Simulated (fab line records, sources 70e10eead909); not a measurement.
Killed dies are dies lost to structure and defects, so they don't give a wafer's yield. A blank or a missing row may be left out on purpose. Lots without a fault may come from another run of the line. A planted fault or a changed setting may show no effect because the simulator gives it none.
Chamber matching | flow nand_harc | NHARC_P_ZERO_WELL_DESCUM_54 on rie_diel-13: 4 sister chambers
The step chemistry O2, time 3 s. 18 wafers are shown with their chamber, then 9 later ones without.

WAFERS WITH THEIR CHAMBER
wafer  | chamber | drypump_motor_current_A (A) | showerhead_plenum_p_Torr (Torr) | oes_product_au (a.u.)
L076.1 | 3       | 5.9                         | 1.97                            | 1.009
L076.2 | 1       | 5.9                         | 2.07                            | 0.984
L076.4 | 3       | 5.9                         | 1.97                            | 1.007
L077.3 | 1       | 5.9                         | 2.07                            | 0.991
L077.4 | 2       | 5.5                         | 1.96                            | 1.006
L077.5 | 1       | 5.9                         | 2.07                            | 0.989
L079.1 | 1       | 5.9                         | 2.07                            | 0.987
L079.2 | 0       | 5.3                         | 1.99                            | 0.992
L079.3 | 3       | 5.9                         | 1.97                            | 1.008
L084.3 | 0       | 5.3                         | 1.98                            | 0.992
L084.5 | 1       | 5.9                         | 2.06                            | 0.987
L084.6 | 0       | 5.3                         | 1.98                            | 0.992
L085.3 | 3       | 5.9                         | 1.96                            | 1.012
L085.4 | 2       | 5.6                         | 1.96                            | 1.005
L085.5 | 1       | 5.9                         | 2.06                            | 0.983
L086.2 | 3       | 5.9                         | 1.96                            | 1.005
L086.5 | 2       | 5.5                         | 1.96                            | 1.008
L086.6 | 1       | 5.9                         | 2.06                            | 0.989

SIGNATURES (means of the wafers above)
reading                  | chamber 0 | chamber 1 | chamber 2 | chamber 3 | scatter within a chamber
drypump_motor_current_A  | 5.300     | 5.900     | 5.533     | 5.900     | 0.0218
showerhead_plenum_p_Torr | 1.9833    | 2.0657    | 1.9600    | 1.9660    | 0.00506
oes_product_au           | 0.99200   | 0.98714   | 1.00633   | 1.00820   | 0.0024
Rule: a wafer's distance from a chamber is the root of the sum, over the readings, of the square of ((its reading less the chamber's mean) divided by the reading's scatter). The wafer belongs to the nearest chamber; if the next one is less than 2 further off, it can't be placed. The scatter: the root of (the sum of the squares of (reading less its chamber's mean) over the shown wafers, divided by (wafers less chambers)).

WAFERS WITHOUT THEIR CHAMBER
wafer  | drypump_motor_current_A (A) | showerhead_plenum_p_Torr (Torr) | oes_product_au (a.u.)
L089.1 | 5.9                         | 2.06                            | 1.001
L089.4 | 5.2                         | 1.98                            | 1.018
L089.5 | 5.5                         | 1.95                            | 1.003
L094.1 | 5.9                         | 1.95                            | 1.018
L094.2 | 5.3                         | 1.97                            | 0.997
L094.5 | 5.9                         | 2.05                            | 0.994
L096.2 | 5.9                         | 1.95                            | 1.015
L096.3 | 5.9                         | 2.05                            | 0.995
L096.4 | 5.3                         | 1.97                            | 0.999

WHICH CHAMBER EACH WENT THROUGH
wafer  | from the rows above | in truth
L089.1 | 1                   | 1
L089.4 | 0                   | 0
L089.5 | 2                   | 2
L094.1 | 3                   | 3
L094.2 | 0                   | 0
L094.5 | 1                   | 1
L096.2 | 3                   | 3
L096.3 | 1                   | 1
L096.4 | 0                   | 0
Placed correctly: 9 of 9. Can't be placed from these rows: 0. Placed wrongly: 0.
